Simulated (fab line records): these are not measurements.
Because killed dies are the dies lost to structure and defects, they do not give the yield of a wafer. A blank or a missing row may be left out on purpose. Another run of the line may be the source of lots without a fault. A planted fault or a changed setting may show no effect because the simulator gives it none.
fab line records	flow nand_harc
[record] lots = 6	wafers = 18	last_day = 25
route steps=1159 shown A_ZERO_WELL@393 A_SOURCE_PLATE@413 A_ONON_D1@424 END@1159
lots untouched by any fault: they come from a run of this same line in which no faults occurred
start_h: hours from the record's opening day to when the first of the lot's shown wafers began	wait_h: hours from the lot's prior step to this one	" the same as in the row above	L1.1+2: a single row standing in for several wafers	- no value present, or no start provided	* or withheld: withheld	< > ~ a bound
route shown NAME@n: names a module that has steps shown in the file, with the first one's number in the route	usual: mean/standard deviation of fault-free wafers	same: alike in all rows	chamber/n: place in a boat	sites: readings site by site	_std_site: standard deviation of those values	_edge_site: outer sites' mean less inner sites'	radius_mm: how far each site lies from the wafer's centre	mask NAME#n: copy n	behind: the most recent tool/chamber to have shaped the wafer	hold: the reason the lot was held/the length of the hold in hours/how it ended	device: the transistor (n, p or np) that didn't switch	end of line: the route-end tests of the same wafers	step lacking rows: just its recipe	killed: count of dies lost to structure and defects at first sort (not the wafer's yield)	map: a wafer's dies, marking killed ones x, the rest . and places with no die _
set.NAME: the setting that was run; set.NAME@STEP: the one run at that earlier step	model.NAME: the simulator's own value behind a step, which no gauge read
lots seen at some steps along the route; tables by step, rows by wafer
services: from which hour (start_h, from the record's first day; less than 0 if before it) a tool's chamber was out of use, for how many hours, and why
[[steps]]
[step NHARC_A_ZERO_WELL_HMDS_03]
[recipe] time_s = 30
[step NHARC_A_ZERO_WELL_COAT_18]
[recipe] temp_c = 200	time_s = 65
[step NHARC_A_ZERO_WELL_COAT_04]
[recipe] spin_rpm = 2000	resist_thk_nm = 600
[step NHARC_A_ZERO_WELL_SOFTBAKE_05]
[recipe] temp_c = 125	time_s = 70
[step NHARC_A_ZERO_WELL_EBR_06]
[step NHARC_A_ZERO_WELL_EXPOSE_07]
[recipe] na = 0.55	dose_mj = 33.85	mask_id = A_ZERO
[step NHARC_A_ZERO_WELL_PEB_08]
[recipe] peb_temp_c = 128	peb_time_s = 80
[step NHARC_A_ZERO_WELL_DEVELOP_09]
[recipe] time_s = 50	dev_temp_c = 22
[step NHARC_A_ZERO_WELL_CD_MEAS_10]
[recipe] target_cd_nm = 2000	landing_energy_ev = 500
[usual] cd_nm = 1999.1/1.8
lot.wafer	tool	chamber	start_h	wait_h	cd_nm
L642.2	cd_sem-02	0	153.47	-	2001.4
L642.4	"	0	"	"	1998.8
L642.5	"	0	"	"	2000.7
L653.1	cd_sem-02	0	212.70	-	2000.9
L653.5	"	0	"	"	1999.2
L653.6	"	0	"	"	1999.1
L655.1	cd_sem-02	0	224.62	-	1999.1
L655.3	"	0	"	"	2001.5
L655.5	"	0	"	"	1998.2
L656.3	cd_sem-02	0	228.65	-	2002.3
L656.5	"	0	"	"	2004.3
L656.6	"	0	"	"	2001.5
L657.2	cd_sem-03	0	234.63	-	2001.1
L657.4	"	0	"	"	1997.0
L657.6	"	0	"	"	1998.2
L663.1	cd_sem-03	0	274.61	-	1995.8
L663.3	"	0	"	"	1999.7
L663.6	"	0	"	"	1997.6
[step NHARC_A_ZERO_WELL_HARDBAKE_11]
[recipe] temp_c = 118	time_s = 65
[step NHARC_A_ZERO_WELL_DESCUM_12]
[recipe] time_s = 3	o2_flow_sccm = 200	ar_flow_sccm = 0	bias_power_w = 0	chemistry = O2
[usual] drypump_motor_current_A = 5.8/0.35	oes_product_au = 0.994/0.013	rf_vpp_V = 57.9/0.88	showerhead_plenum_p_Torr = 1.94/0.077	throttle_valve_pct = 11.312/0.0088
lot.wafer	tool	chamber	start_h	wait_h	drypump_motor_current_A	oes_product_au	rf_hours_counter_h	rf_vpp_V	showerhead_plenum_p_Torr	throttle_valve_pct
L642.2	rie_diel-12	2	153.63	-	5.5	0.991	8	57.1	1.86	11.311
L642.4	"	3	"	"	5.1	0.986	8	57.1	1.78	11.301
L642.5	"	2	"	"	5.5	0.986	-	58.7	1.86	11.314
L653.1	rie_diel-02	2	212.87	-	5.9	0.989	5	58.7	2.04	11.315
L653.5	"	1	"	"	6.5	0.993	-	57.5	1.86	11.304
L653.6	"	2	"	"	5.9	0.983	-	56.8	2.04	11.308
L655.3	rie_diel-01	2	224.80	-	6.0	0.982	4	56.7	2.03	11.318
L655.1	"	3	"	"	5.9	1.004	6	57.5	1.91	11.309
L655.5	"	1	"	"	5.4	1.004	-	57.4	1.96	11.306
L656.3	rie_diel-02	3	228.83	-	5.8	1.019	6	59.0	1.93	11.313
L656.5	"	0	"	"	5.9	1.011	-	58.2	2.02	11.316
L656.6	"	1	"	"	6.5	0.985	-	57.1	1.86	11.321
L657.2	rie_diel-01	2	234.79	-	6.0	0.977	5	59.3	2.03	11.325
L657.4	"	1	"	"	5.4	1.002	6	58.5	1.96	11.302
L657.6	"	3	"	"	5.8	0.985	-	58.5	1.91	11.298
L663.3	rie_diel-02	3	274.77	-	5.8	1.003	9	58.7	1.93	11.307
L663.1	"	2	"	"	5.9	1.001	10	58.6	2.04	11.306
L663.6	"	3	"	"	5.8	1.007	-	57.2	1.93	11.294
[step NHARC_A_ZERO_WELL_ETCH_19]
[recipe] target_depth_a = 800	overetch_a = 240	time_s = 87.88	ion_energy_ev = 200	n2_flow_sccm = 150	h2_flow_sccm = 150	ar_flow_sccm = 0	rf_w = 400	bias_w = 150	chemistry = N2/H2
[usual] drypump_motor_current_A = 5.8/0.33	oes_product_au = 0.995/0.015	rf_vpp_V = 431.2/2.4	showerhead_plenum_p_Torr = 2.07/0.083	throttle_valve_pct = 14.171/0.0079
lot.wafer	tool	chamber	start_h	wait_h	drypump_motor_current_A	oes_product_au	rf_hours_counter_h	rf_vpp_V	showerhead_plenum_p_Torr	throttle_valve_pct
L642.4	rie_diel-12	0	153.72	0.1	5.9	1.016	8	432.3	2.06	14.153
L642.2	"	1	"	"	5.6	0.982	8	430.4	2.05	14.164
L642.5	"	2	"	"	5.5	0.982	-	427.9	1.99	14.176
L653.1	rie_diel-02	1	212.97	0.1	6.5	0.977	6	429.7	1.98	14.186
L653.5	"	2	"	"	5.9	0.995	-	435.5	2.18	14.177
L653.6	"	3	"	"	5.8	1.018	-	429.9	2.06	14.174
L655.1	rie_diel-01	3	224.87	0.1	5.9	0.983	6	430.1	2.03	14.166
L655.3	"	1	"	"	5.4	0.996	6	430.9	2.09	14.177
L655.5	"	3	"	"	5.9	0.991	-	431.2	2.03	14.169
L656.3	rie_diel-02	0	228.89	0.1	5.9	1.025	7	434.4	2.16	14.188
L656.6	"	3	"	"	5.8	1.016	-	431.2	2.06	14.179
L656.5	"	0	"	"	5.9	1.012	-	433.7	2.16	14.185
L657.2	rie_diel-01	2	234.87	0.1	6.0	0.978	5	435.0	2.17	14.166
L657.4	"	1	"	"	5.4	1.003	6	431.3	2.09	14.166
L657.6	"	3	"	"	5.8	0.994	-	430.2	2.03	14.188
L663.3	rie_diel-02	0	274.86	0.1	5.8	1.023	11	433.3	2.16	14.170
L663.1	"	2	"	"	6.0	0.992	10	433.9	2.18	14.159
L663.6	"	0	"	"	5.8	1.028	-	433.1	2.16	14.172
[step NHARC_A_ZERO_WELL_ETCH_13]
[recipe] target_depth_a = 1200	time_s = 40.1	hbr_flow_sccm = 150	cl2_flow_sccm = 50	rf_w = 400	icp_w = 400	bias_w = 100	chemistry = HBr/Cl2
[usual] drypump_motor_current_A = 5.7/0.39	oes_product_au = 0.999/0.013	throttle_valve_pct = 26.405/0.0092
lot.wafer	tool	chamber	start_h	wait_h	drypump_motor_current_A	oes_product_au	rf_hours_counter_h	throttle_valve_pct
L642.4	rie_si-06	0	153.84	-	5.6	1.004	1.0	26.404
L642.2	"	1	"	"	5.5	1.004	0.9	26.396
L642.5	"	3	"	"	6.1	1.013	-	26.399
L653.1	rie_si-05	2	213.09	-	6.0	0.973	1.0	26.416
L653.6	"	0	"	"	4.9	1.001	-	26.388
L653.5	"	1	"	"	5.8	0.974	-	26.418
L655.1	rie_si-05	2	224.98	-	6.0	0.987	1.0	26.412
L655.3	"	1	"	"	5.8	0.997	1.2	26.408
L655.5	"	3	"	"	5.4	1.007	-	26.411
L656.3	rie_si-02	0	229.06	-	5.9	1.005	0.1	26.403
L656.6	"	3	"	"	5.7	0.988	-	26.400
L656.5	"	0	"	"	5.9	1.001	-	26.404
L657.2	rie_si-05	1	234.99	-	5.8	0.994	1.3	26.400
L657.4	"	2	"	"	6.0	0.979	1.2	26.401
L657.6	"	1	"	"	5.8	0.993	-	26.403
L663.3	rie_si-06	2	274.98	-	6.1	1.012	0.8	26.393
L663.1	"	1	"	"	5.4	0.997	0.8	26.408
L663.6	"	2	"	"	6.2	1.003	-	26.420
[step NHARC_A_ZERO_WELL_STRIP_14]
[recipe] time_s = 900	temp_c = 130	chemistry = SPM
[step NHARC_A_ZERO_WELL_IMPLANT_15]
[recipe] energy_kev = 150	dose_cm2 = 1e+13	tilt_deg = 7
[step NHARC_A_ZERO_WELL_PRECLEAN_22]
[recipe] time_s = 60	temp_c = 50	bath_age_min = 0	chemistry = SC1
[step NHARC_A_ZERO_WELL_SRD_23]
[step NHARC_A_ZERO_WELL_RTA_16]
[recipe] temp_c = 1000	time_s = 10
[usual] lamp_power_pct = 30.0/0.35	lamp_zone_4_pct = 30.0/0.34	wafer_temp_C_max = 1003.1/0.91
lot.wafer	tool	chamber	start_h	wait_h	lamp_power_pct	lamp_zone_4_pct	wafer_temp_C_max
L642.2	rtp_anneal-01	0	154.77	-	30.5	30.5	1003.6
L642.4	"	0	"	"	30.5	30.6	1004.0
L642.5	"	0	"	"	30.6	30.6	1004.5
L653.1	rtp_anneal-01	0	214.03	-	30.6	30.6	1003.9
L653.5	"	0	"	"	30.5	30.5	1004.2
L653.6	"	0	"	"	30.5	30.4	1003.8
L655.1	rtp_anneal-02	0	225.93	-	29.8	29.8	1001.5
L655.3	"	0	"	"	29.8	29.8	1001.7
L655.5	"	0	"	"	29.8	29.8	1002.7
L656.3	rtp_anneal-02	0	230.07	0.2	29.8	29.8	1002.6
L656.5	"	0	"	"	29.8	29.7	1002.3
L656.6	"	0	"	"	29.8	29.8	1002.5
L657.2	rtp_anneal-02	0	235.97	0.1	29.8	29.7	1002.6
L657.4	"	0	"	"	29.8	29.8	1002.1
L657.6	"	0	"	"	29.8	29.8	1002.0
L663.1	rtp_anneal-02	0	275.88	-	29.8	29.8	1001.6
L663.3	"	0	"	"	29.8	29.8	1002.1
L663.6	"	0	"	"	29.7	29.8	1001.7
[step NHARC_A_ZERO_WELL_INSPECT_17]
[usual] raw_defect_count = 12/5.9
lot.wafer	tool	chamber	start_h	wait_h	raw_defect_count
L642.2	defect_inspect-01	-	154.94	0.1	9
L642.4	"	-	"	"	5
L642.5	"	-	"	"	11
L653.1	defect_inspect-02	-	214.23	0.2	14
L653.5	"	-	"	"	6
L653.6	"	-	"	"	11
L655.1	defect_inspect-01	-	226.13	0.2	9
L655.3	"	-	"	"	795
L655.5	"	-	"	"	8
L656.3	defect_inspect-02	-	230.21	0.1	14
L656.5	"	-	"	"	11
L656.6	"	-	"	"	10
L657.2	defect_inspect-01	-	236.14	0.1	763
L657.4	"	-	"	"	13
L657.6	"	-	"	"	813
L663.1	defect_inspect-01	-	276.07	0.2	15
L663.3	"	-	"	"	6
L663.6	"	-	"	"	9
[step NHARC_A_SOURCE_PLATE_PRECLEAN_00]
[recipe] time_s = 60	chemistry = HF-LAST
[step NHARC_A_SOURCE_PLATE_SRD_01]
[step NHARC_A_SOURCE_PLATE_OXIDE_02]
[recipe] target_thk_a = 100	temp_c = 900	ox_time_s = 1362	material = SiO2
[step NHARC_A_SOURCE_PLATE_THK_MEAS_09]
[recipe] thk_meas_gauge = ellipsometry
[usual] thk_nm = 9.8/0.94
lot.wafer	tool	chamber	start_h	wait_h	thk_nm
L642.2	film_metro-01	-	159.21	0.4	11.6
L642.4	"	-	"	"	9.1
L642.5	"	-	"	"	9.1
L653.1	film_metro-01	-	221.47	0.4	9.8
L653.5	"	-	"	"	9.7
L653.6	"	-	"	"	8.9
L655.1	film_metro-01	-	232.95	0.4	11.9
L655.3	"	-	"	"	12.4
L655.5	"	-	"	"	11.4
L656.3	film_metro-01	-	238.96	0.4	9.9
L656.5	"	-	"	"	9.6
L656.6	"	-	"	"	10.6
L657.2	film_metro-01	-	243.52	0.4	9.0
L657.4	"	-	"	"	9.6
L657.6	"	-	"	"	7.5
L663.1	film_metro-01	-	283.33	0.4	8.5
L663.3	"	-	"	"	10.2
L663.6	"	-	"	"	9.4
[step NHARC_A_SOURCE_PLATE_PVD_04]
[recipe] target_thk_a = 500	material = WSi2
[step NHARC_A_SOURCE_PLATE_CVD_03]
[recipe] target_thk_a = 2000	temp_c = 620	pressure_mtorr = 200	time_s = 4000	material = poly-Si
[step NHARC_A_SOURCE_PLATE_ANNEAL_05]
[recipe] temp_c = 850	time_s = 1800
[step NHARC_A_SOURCE_PLATE_THK_MEAS_06]
[recipe] thk_meas_gauge = ellipsometry
[usual] thk_nm = 199.7/2.2
lot.wafer	tool	chamber	start_h	wait_h	thk_nm
L642.2	film_metro-01	-	172.36	0.4	198.1
L642.4	"	-	"	"	199.7
L642.5	"	-	"	"	198.2
L653.1	film_metro-01	-	235.22	0.4	198.9
L653.5	"	-	"	"	198.5
L653.6	"	-	"	"	196.4
L655.1	film_metro-01	-	245.71	0.4	198.1
L655.3	"	-	"	"	199.6
L655.5	"	-	"	"	196.7
L656.3	film_metro-01	-	251.79	0.4	199.1
L656.5	"	-	"	"	196.8
L656.6	"	-	"	"	200.9
L657.2	film_metro-01	-	256.40	0.4	200.7
L657.4	"	-	"	"	200.0
L657.6	"	-	"	"	198.8
L663.1	film_metro-01	-	296.87	0.4	195.8
L663.3	"	-	"	"	197.1
L663.6	"	-	"	"	197.9
[step NHARC_A_SOURCE_PLATE_INSPECT_08]
[usual] raw_defect_count = 55/21
lot.wafer	tool	chamber	start_h	wait_h	raw_defect_count
L642.2	defect_inspect-01	-	172.42	0.0	53
L642.4	"	-	"	"	53
L642.5	"	-	"	"	48
L653.1	defect_inspect-02	-	235.29	0.0	41
L653.5	"	-	"	"	67
L653.6	"	-	"	"	30
L655.1	defect_inspect-02	-	245.77	0.0	109
L655.3	"	-	"	"	835
L655.5	"	-	"	"	39
L656.3	defect_inspect-01	-	251.87	0.1	53
L656.5	"	-	"	"	28
L656.6	"	-	"	"	58
L657.2	defect_inspect-01	-	256.46	0.0	825
L657.4	"	-	"	"	43
L657.6	"	-	"	"	896
L663.1	defect_inspect-01	-	296.94	0.0	69
L663.3	"	-	"	"	32
L663.6	"	-	"	"	46
[step NHARC_A_ONON_D1_DEP_00]
[recipe] target_thk_a = 10000	n2_flow_sccm = 2750	n2o_flow_sccm = 2000	nh3_flow_sccm = 500	sih4_flow_sccm = 210	temp_c = 400
[step NHARC_END_SORT_01]
[recipe] temp_c = 25
[usual] killed_at_array = 24/8.7	killed_at_other = 0.8/1.2	killed_at_periphery = 3.6/2.3	killed_dies = 28/8.9	killed_open = 3.2/1.9	killed_short = 2.0/1.6
[same] gross_dies = 677
lot.wafer	tool	chamber	start_h	wait_h	killed_at_array	killed_at_other	killed_at_periphery	killed_dies	killed_open	killed_short
L657.2	prober-02	0	546.94	2.8	123	0	1	124	3	3
L657.6	prober-02	0	550.17	4.0	130	0	3	133	1	1
L655.3	prober-01	0	563.33	3.1	126	0	3	129	2	1
// killed by level:class
L657.2 A_ZERO_WELL:unspecified=87 A_SLIT:chamber_film_flake=16 A_CHANNEL_HOLE_D1:chamber_film_flake=13 A_CONTACT:geometric_particle:open=2 P_M1:geometric_particle:short=1 A_SOURCE_PLATE:geometric_particle:short=1 A_ONON_D1:geometric_particle:short=1 A_M0:geometric_particle:open=1
L657.6 A_ZERO_WELL:unspecified=95 A_CHANNEL_HOLE_D1:chamber_film_flake=17 A_SLIT:chamber_film_flake=13 P_M0:chamber_film_flake=2 P_CONTACT:geometric_particle:short=1 A_CONTACT:geometric_particle:open=1 A_CHANNEL_FILL_D1:chamber_film_flake=1 A_STAIRCASE:chamber_film_flake=1
L655.3 A_ZERO_WELL:unspecified=105 A_SLIT:chamber_film_flake=15 A_CHANNEL_HOLE_D1:chamber_film_flake=2 P_M1:geometric_particle:open=1 A_M0:geometric_particle:open=1 A_M0:geometric_particle:short=1 P_ZERO_WELL:chamber_film_flake=1 P_STI:chamber_film_flake=1
// map L655.3 (x killed, . not)
____________.____________
_________......._________
_______..x........_______
______.............______
_____..............._____
____.................____
____.................____
___...................___
___..xx.x.............___
__.xxxxxxx.............__
__..xxxxxx.......x.....__
_.xxxxxxxxx....x........_
_..xxxxxxxxx.x...x......_
_.xxxxxxxxxx....x......._
_..xxxxxxxx...x.xx......_
_.xxxxxxxxx...x.xx......_
..xxxxxxxxxx...x.........
..xxxxxxxxxx...xx........
...x.xxxxxx..............
...xxxxxxx...x..x........
...x...xxx...............
_...x.xxx.x............._
_..........x............_
_......................._
_......................._
_......................._
__.....................__
__..........x..........__
___.....x.............___
___...................___
____..x.xx...........____
____.................____
_____..............._____
______..........x..______
_______........x.._______
_________......._________
____________.____________
// map L657.6 (x killed, . not)
____________.____________
_________..xx..._________
_______..xxxx....._______
______..xxxx.......______
_____...xxx.x......._____
____...x.............____
____.......x.........____
___..x.....x..........___
___.x..x.x............___
__...xxxxx...........x.__
__.xxxxxx..............__
_...xxxxxxx............._
_..xxxxxxxx............._
_.xxxxxxxxxxx..........._
_..xxxxxxxxx............_
_.xxxxxxxxx............._
...xxxxxxxxx....x.x......
..xxxxxxxxx..........x...
....xxxxxxx.......x......
....xxxx.xx..............
....xxxxx................
_.....xx................_
_......................._
_......................._
_......................._
_......................._
__.....................__
__.....................__
___.x.................___
___.....x.............___
____.xx.xx...........____
____xxxx..........x..____
_____.x............._____
______xx...........______
_______..........._______
_________......._________
____________.____________
[[services]]
tool	chamber	start_h	hours	kind
rie_diel-02	0	129.78	-	clean
rie_diel-02	1	129.78	-	clean
rie_diel-02	2	129.78	-	clean
rie_diel-02	3	129.78	-	clean
rie_diel-01	-	137.82	9.0	pm
rie_diel-12	-	144.09	0.6	repair
rie_si-05	2	144.31	3.1	repair
rie_diel-01	2	148.38	8.2	repair
rie_diel-02	-	150.78	9.0	pm
rie_diel-02	0	150.78	9.0	vent_cycle
rie_si-06	0	158.96	34.8	repair
rie_si-05	3	163.96	3.2	repair
rie_si-06	-	183.00	9.0	pm
rie_diel-01	-	184.53	0.7	repair
rie_si-02	-	193.00	1.9	repair
rie_diel-12	-	202.41	9.0	pm
rie_si-02	-	211.00	9.0	pm
rie_diel-02	1	219.32	3.7	repair
rie_diel-02	1	223.10	4.4	repair
rie_si-02	1	228.23	7.5	repair
rie_si-05	-	239.00	9.0	pm
rie_si-05	2	249.16	5.6	repair
rie_diel-12	0	259.94	7.4	repair
rie_si-02	2	261.53	33.7	repair
[[key]]
[first_sign] step = NHARC_A_ZERO_WELL_INSPECT_17	reading = raw_defect_count	direction = up	sigmas = 99+	usual = 12	struck = 790
[effect] step = NHARC_A_SOURCE_PLATE_INSPECT_08	reading = raw_defect_count	direction = up	sigmas = 38	usual = 55	struck = 852
[effect] step = NHARC_END_SORT_01	reading = killed_at_array	direction = up	sigmas = 12	usual = 24	struck = 126
[more_kills_born_at] NHARC_A_ZERO_WELL_ETCH_13@rie_si-05 = 287
met_at NHARC_A_ZERO_WELL_ETCH_13
struck_wafers L655.3,L657.2,L657.6
tester_left_out L655,L657
onset_between 213.09 224.98
[fault] kind = chamber_particle_source	tool = rie_si-05	chamber = 1	onset_h = 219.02	steps = NHARC_A_ZERO_WELL_ETCH_13	rate_per_visit_cm2 = 1.2681	end_h = 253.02
// tester_left_out: of these lots the tester's yield and bins aren't shown, on N5 and GAA mostly nor the transistor test; their killed dies are dies lost to structure and defects alone, not to doping, threshold or leakage, so they don't give the yield
